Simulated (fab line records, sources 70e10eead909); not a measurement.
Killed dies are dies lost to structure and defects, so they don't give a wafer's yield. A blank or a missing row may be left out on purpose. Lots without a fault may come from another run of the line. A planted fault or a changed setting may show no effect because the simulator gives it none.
Which tool did it? | flow nand_harc | 13 lots, 39 wafers sampled, at 5 steps of a route of 1302

WHAT THE GAUGES READ, wafer by wafer
NHARC_END_SORT_01.
lot  | measured     | on        | killed_at_array | killed_at_other | killed_at_periphery | killed_dies | killed_open | killed_short
L886 | day 28 14:43 | prober-02 | 38 35 41        | 1 4 1           | 7 9 11              | 46 48 53    | 3 5 3       | 5 0 5
L889 | day 29 22:14 | prober-02 | 670 669 670     | 1 1 0           | 6 7 7               | 677 677 677 | 4 5 3       | 2 4 3
L892 | day 31 03:18 | prober-01 | 670 674 670     | 5 3 4           | 2 0 3               | 677 677 677 | 1 2 1       | 1 1 5

WHICH TOOL RAN EACH LOT (tool, then ch and the chambers of the sampled wafers, then the start)
lot  | NHARC_A_CONTACT_DEP_57        | NHARC_A_CONTACT_ETCH_124             | NHARC_A_CONTACT_ETCH_128             | NHARC_A_CONTACT_ETCH_129
L875 | acl_dep-02 ch 0, day 21 09:25 | har_cap_etch-02 ch 0,1, day 21 13:58 | har_cap_etch-02 ch 0,1, day 21 14:50 | har_cap_etch-02 ch 0,1, day 21 15:04
L876 | acl_dep-03 ch 0, day 22 05:10 | har_cap_etch-02 ch 0,1, day 22 09:51 | har_cap_etch-02 ch 0,1, day 22 10:34 | har_cap_etch-02 ch 0,1, day 22 10:45
L879 | acl_dep-03 ch 0, day 23 02:54 | har_cap_etch-02 ch 0,1, day 23 07:54 | har_cap_etch-02 ch 0,1, day 23 08:38 | har_cap_etch-02 ch 0,1, day 23 08:48
L882 | acl_dep-03 ch 0, day 24 07:57 | har_cap_etch-03 ch 0,1, day 24 13:40 | har_cap_etch-03 ch 0,1, day 24 14:30 | har_cap_etch-03 ch 0,1, day 24 14:44
L883 | acl_dep-03 ch 0, day 25 05:24 | har_cap_etch-01 ch 0,1, day 25 11:23 | har_cap_etch-01 ch 0,1, day 25 12:25 | har_cap_etch-01 ch 0,1, day 25 12:39
L884 | acl_dep-03 ch 0, day 25 08:47 | har_cap_etch-03 ch 0,1, day 25 15:18 | har_cap_etch-03 ch 0,1, day 25 16:02 | har_cap_etch-03 ch 0,1, day 25 16:13
L887 | acl_dep-03 ch 0, day 26 01:34 | har_cap_etch-02 ch 0,1, day 26 06:18 | har_cap_etch-02 ch 0,1, day 26 07:16 | har_cap_etch-02 ch 0,1, day 26 07:29
L886 | acl_dep-02 ch 0, day 26 02:33 | har_cap_etch-01 ch 1, day 26 08:17   | har_cap_etch-01 ch 1, day 26 09:01   | har_cap_etch-01 ch 1, day 26 09:11
L888 | acl_dep-02 ch 0, day 27 05:59 | har_cap_etch-03 ch 0,1, day 27 11:01 | har_cap_etch-03 ch 0,1, day 27 12:00 | har_cap_etch-03 ch 0,1, day 27 12:14
L889 | acl_dep-03 ch 0, day 27 07:23 | har_cap_etch-02 ch 0,1, day 27 12:34 | har_cap_etch-02 ch 0,1, day 27 13:17 | har_cap_etch-02 ch 0,1, day 27 13:28
L892 | acl_dep-02 ch 0, day 28 08:05 | har_cap_etch-03 ch 0,1, day 28 13:20 | har_cap_etch-03 ch 0,1, day 28 14:19 | har_cap_etch-03 ch 0,1, day 28 14:32
L891 | acl_dep-02 ch 0, day 28 22:04 | har_cap_etch-03 ch 0,1, day 29 03:45 | har_cap_etch-03 ch 0,1, day 29 04:43 | har_cap_etch-03 ch 0,1, day 29 04:57
L894 | acl_dep-02 ch 0, day 29 22:11 | har_cap_etch-02 ch 0,1, day 30 03:01 | har_cap_etch-02 ch 0,1, day 30 03:59 | har_cap_etch-02 ch 0,1, day 30 04:13
- NHARC_A_CONTACT_DEP_57: deposits aC, target thk 5300 nm.
- NHARC_A_CONTACT_ETCH_124: etches the open film in C4F8/O2/Ar, time 140 s, target depth 700 nm.
- NHARC_A_CONTACT_ETCH_128: etches the open film in C4F8/O2/Ar, time 197 s, target depth 1918 nm.
- NHARC_A_CONTACT_ETCH_129: etches the open film in C4F8/O2/Ar, time 197 s, target depth 1918 nm.

WHAT THE TOOLS THEMSELVES READ (means of the sampled wafers that have a number; where no wafer has one, the mark that the record gives instead)
NHARC_A_CONTACT_DEP_57.
lot  | tool       | throttle_valve_pct (%)
L875 | acl_dep-02 | 35.007
L876 | acl_dep-03 | 35.001
L879 | acl_dep-03 | 34.997
L882 | acl_dep-03 | 35.000
L883 | acl_dep-03 | 35.006
L884 | acl_dep-03 | 34.997
L887 | acl_dep-03 | 34.997
L886 | acl_dep-02 | 35.004
L888 | acl_dep-02 | 35.002
L889 | acl_dep-03 | 35.002
L892 | acl_dep-02 | 35.006
L891 | acl_dep-02 | 35.002
L894 | acl_dep-02 | 35.001

NHARC_A_CONTACT_ETCH_124.
lot  | tool            | chamber_pressure_mTorr (mTorr) | oes_air_line_au (a.u.)
L875 | har_cap_etch-02 | 20.010                         | 1.032
L876 | har_cap_etch-02 | 20.005                         | 0.997
L879 | har_cap_etch-02 | 20.003                         | 1.025
L882 | har_cap_etch-03 | 20.000                         | 0.983
L883 | har_cap_etch-01 | 20.004                         | 1.016
L884 | har_cap_etch-03 | 20.002                         | 1.009
L887 | har_cap_etch-02 | 19.997                         | 1.002
L886 | har_cap_etch-01 | 20.003                         | 0.980
L888 | har_cap_etch-03 | 19.992                         | 1.011
L889 | har_cap_etch-02 | 20.013                         | 1.017
L892 | har_cap_etch-03 | 20.010                         | 0.988
L891 | har_cap_etch-03 | 19.989                         | 1.008
L894 | har_cap_etch-02 | 19.999                         | 0.991

NHARC_A_CONTACT_ETCH_128.
lot  | tool            | chamber_pressure_mTorr (mTorr) | oes_air_line_au (a.u.)
L875 | har_cap_etch-02 | 19.991                         | 0.978
L876 | har_cap_etch-02 | 19.994                         | 0.987
L879 | har_cap_etch-02 | 20.022                         | 0.993
L882 | har_cap_etch-03 | 20.011                         | 1.011
L883 | har_cap_etch-01 | 19.995                         | 1.017
L884 | har_cap_etch-03 | 19.986                         | 0.998
L887 | har_cap_etch-02 | 20.009                         | 0.998
L886 | har_cap_etch-01 | 19.993                         | 0.996
L888 | har_cap_etch-03 | 20.003                         | 1.024
L889 | har_cap_etch-02 | 20.013                         | 1.011
L892 | har_cap_etch-03 | 20.019                         | 0.995
L891 | har_cap_etch-03 | 20.010                         | 1.028
L894 | har_cap_etch-02 | 19.996                         | 0.988

NHARC_A_CONTACT_ETCH_129.
lot  | tool            | chamber_pressure_mTorr (mTorr) | oes_air_line_au (a.u.)
L875 | har_cap_etch-02 | 19.992                         | 1.011
L876 | har_cap_etch-02 | 19.983                         | 1.011
L879 | har_cap_etch-02 | 20.003                         | 1.006
L882 | har_cap_etch-03 | 20.016                         | 1.018
L883 | har_cap_etch-01 | 19.998                         | 0.972
L884 | har_cap_etch-03 | 20.001                         | 1.007
L887 | har_cap_etch-02 | 19.983                         | 1.020
L886 | har_cap_etch-01 | 20.004                         | 1.010
L888 | har_cap_etch-03 | 20.002                         | 0.989
L889 | har_cap_etch-02 | -                              | -
L892 | har_cap_etch-03 | -                              | -
L891 | har_cap_etch-03 | 19.981                         | 1.024
L894 | har_cap_etch-02 | 20.004                         | 1.023

THE ANSWER, worked out from the rows above alone
Rule: what is usual is taken from the lots themselves. Put in order of their means at a reading, lots are off if they are a third of the lots or fewer, leave a main group of 4 or more, and stand apart from it by a gap of 3 or more times the standard deviation of the main group's means; of several such gaps the widest counts. A main group whose means are all the same, to the digits that the tables above print for the reading, isn't used. A lot without any number at a reading at which 4 lots or more have one is off too. The other lots that the step has rows for count as sound. The gauges are gone through in route order, then the tools' own readings, and for those a lot's mean is taken as printed above. The first step at which some lot is off is used, and at that step the reading that is off furthest; a lot without a number counts as furthest.
Off: L889, L892, at NHARC_A_CONTACT_ETCH_129 (chamber_pressure_mTorr). Without a number there: L889, L892. The main group: mean 19.997 mTorr, standard deviation 0.01.
A tool fits if, at that step or a process step before it, it ran every lot that is off, and no sound lot after the first of them. None of those tried fits.

WHAT THE SIMULATOR HAD PUT IN
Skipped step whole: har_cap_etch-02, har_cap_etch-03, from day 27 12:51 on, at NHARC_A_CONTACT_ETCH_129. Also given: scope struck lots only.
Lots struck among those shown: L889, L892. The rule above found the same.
